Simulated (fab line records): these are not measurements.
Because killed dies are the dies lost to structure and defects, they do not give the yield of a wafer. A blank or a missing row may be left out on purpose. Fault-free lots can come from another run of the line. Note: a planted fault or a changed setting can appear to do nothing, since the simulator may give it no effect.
Which tool is to blame? ; flow nand_harc ; 7 lots with 21 wafers sampled at 3 steps, on a route of 1159 steps

## WHAT EACH GAUGE READ, for each wafer
NHARC_A_ONON_D1_THK_MEAS_27: measures by ellipsometry.
lot;measured;on;thk_nm (nm)
L836;day 8 10:43;film_metro-02;1017 1017 1016
L837;day 8 20:59;film_metro-01;1014 1014 1012
L839;day 9 02:42;film_metro-01;1013 1012 1011
L843;day 10 08:49;film_metro-02;996 995 997
L852;day 12 09:42;film_metro-02;1626 1626 1626 1627 1626 1629
L855;day 13 06:00;film_metro-02;998 996 998
L856;day 13 06:21;film_metro-02;1003 1005 1004

## TOOL THAT RAN EACH LOT (tool first, then ch and the chambers of the sampled wafers, then the start)
lot;NHARC_P_BONDPAD_DEGAS_25;NHARC_A_ONON_D1_DEP_25
L836;pvd_sputter-01, day 6 20:30;pecvd_onon-01 ch 0, day 8 10:16
L837;pvd_sputter-03, day 7 06:49;pecvd_onon-02 ch 0, day 8 20:28
L839;pvd_sputter-03, day 7 14:38;pecvd_onon-01 ch 0, day 9 02:11
L843;pvd_sputter-01, day 8 16:37;pecvd_onon-02 ch 0, day 10 08:26
L852;pvd_sputter-03, day 10 19:26;pecvd_onon-02 ch 0, day 12 09:14
L855;pvd_sputter-01, day 11 16:56;pecvd_onon-01 ch 0, day 13 05:29
L856;pvd_sputter-01, day 11 18:21;pecvd_onon-01 ch 0, day 13 05:54
- NHARC_P_BONDPAD_DEGAS_25: time 60 s.
- NHARC_A_ONON_D1_DEP_25: target thk 1000 nm.

## THE ANSWER, worked out from the rows above alone
Rule: what is usual is taken from the lots themselves. The widest of any qualifying gaps counts: lots, ordered by their means at a reading, are off when they make up no more than a third of the lots, leave a main group of 4 or more, and stand apart from it by 3 or more times the standard deviation of that group's means. A main group is skipped when, at the precision printed for the reading in the tables above, its means are all equal. Also off: a lot with no number at a reading for which 4 or more lots have one. All remaining lots with rows at the step are treated as sound.
Off: L852 (NHARC_A_ONON_D1_THK_MEAS_27, thk_nm). For the main group the mean is 1007 nm and the standard deviation 8.
A tool fits if, at a process step before that reading, it ran every lot that is off, and no sound lot after the first of them. Gauges at NHARC_A_ONON_D1_THK_MEAS_27: tried the same way as those tools. Undecided on this evidence; 2 tools fit (pvd_sputter-03 at NHARC_P_BONDPAD_DEGAS_25, pecvd_onon-02 at NHARC_A_ONON_D1_DEP_25).

## WHAT WAS PUT IN BY THE SIMULATOR
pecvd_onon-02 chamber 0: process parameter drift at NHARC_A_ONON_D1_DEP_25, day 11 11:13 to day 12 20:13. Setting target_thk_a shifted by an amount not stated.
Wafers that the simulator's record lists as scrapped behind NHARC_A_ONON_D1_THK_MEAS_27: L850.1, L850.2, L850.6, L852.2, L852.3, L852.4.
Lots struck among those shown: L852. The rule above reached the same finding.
